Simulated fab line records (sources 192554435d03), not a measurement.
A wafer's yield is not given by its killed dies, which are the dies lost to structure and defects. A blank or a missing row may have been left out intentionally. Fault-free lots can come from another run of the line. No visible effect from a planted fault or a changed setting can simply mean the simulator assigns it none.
Chamber matching -- flow n5-finfet -- 4 sister chambers for N5_BEOL_M10_VIA_ETCH_34 on rie-diel-02
The step etches SiCOH lowk in C4F6/O2, target depth 184.5 nm, time 69.2 s. 30 wafers are shown with their chamber, then 12 later ones without.

## WAFERS PAIRED WITH THEIR CHAMBERS
wafer,chamber,drypump-motor-current-A (A),rf-vpp-V (V),throttle-valve-pct (%)
L076.1,0,6.2,629,20.88
L076.4,3,6.5,644,20.82
L076.6,0,6.1,631,20.87
L077.2,0,6.1,631,20.88
L077.3,3,6.6,645,20.82
L077.4,2,5.6,634,20.65
L078.3,1,5.9,683,20.44
L078.4,3,6.6,644,20.84
L078.6,3,6.6,647,20.83
L079.1,0,6.1,629,20.86
L079.4,1,5.9,683,20.43
L079.6,3,6.5,645,20.84
L081.2,2,5.6,631,20.68
L081.4,0,6.1,629,20.89
L081.6,0,6.1,631,20.88
L080.1,1,5.9,682,20.45
L080.2,3,6.6,645,20.86
L080.3,2,5.6,632,20.67
L083.1,0,6.1,630,20.89
L083.3,2,5.6,633,20.69
L083.6,0,6.1,630,20.89
L084.1,0,6.1,630,20.91
L084.2,1,5.9,681,20.47
L084.5,2,5.6,632,20.66
L088.1,2,5.6,631,20.69
L088.2,0,6.1,640,20.52
L088.3,1,5.9,683,20.47
L087.1,2,5.6,631,20.71
L087.2,1,5.9,682,20.47
L087.3,0,6.1,643,20.52

SIGNATURES, as means of the wafers listed above
reading,chamber 0,chamber 1,chamber 2,chamber 3,scatter within a chamber
drypump-motor-current-A,6.109,5.900,5.600,6.567,0.0294
rf-vpp-V,632.09,682.33,632.00,645.00,3.06
throttle-valve-pct,20.8173,20.4550,20.6786,20.8350,0.0926
Rule: a wafer's distance from a chamber is the root of the sum, over the readings, of the square of ((its reading less the chamber's mean) divided by the reading's scatter). The wafer belongs to the nearest chamber; if the next one is less than 2 further off, it can't be placed. The scatter is the square root of a quotient: the sum, over the shown wafers, of each reading's squared deviation from its chamber's mean, divided by wafers minus chambers.

## WAFERS WHOSE CHAMBER IS MISSING
wafer,drypump-motor-current-A (A),rf-vpp-V (V),throttle-valve-pct (%)
L087.4,5.9,682,20.48
L087.5,5.6,632,20.69
L087.6,6.1,641,20.54
L089.1,5.6,632,20.69
L089.3,6.1,640,20.53
L089.4,6.2,639,20.53
L091.3,5.9,680,20.49
L091.4,6.1,640,20.55
L091.6,5.6,632,20.73
L093.1,5.9,683,20.51
L093.4,6.6,647,20.55
L093.6,5.9,682,20.49

## THE CHAMBER EACH PASSED THROUGH
wafer,from the rows above,in truth
L087.4,1,1
L087.5,2,2
L087.6,0,0
L089.1,2,2
L089.3,0,0
L089.4,0,0
L091.3,1,1
L091.4,0,0
L091.6,2,2
L093.1,1,1
L093.4,3,3
L093.6,1,1
Correctly placed: 12 of 12. Left unplaced by these rows: 0. Number placed wrongly: 0.
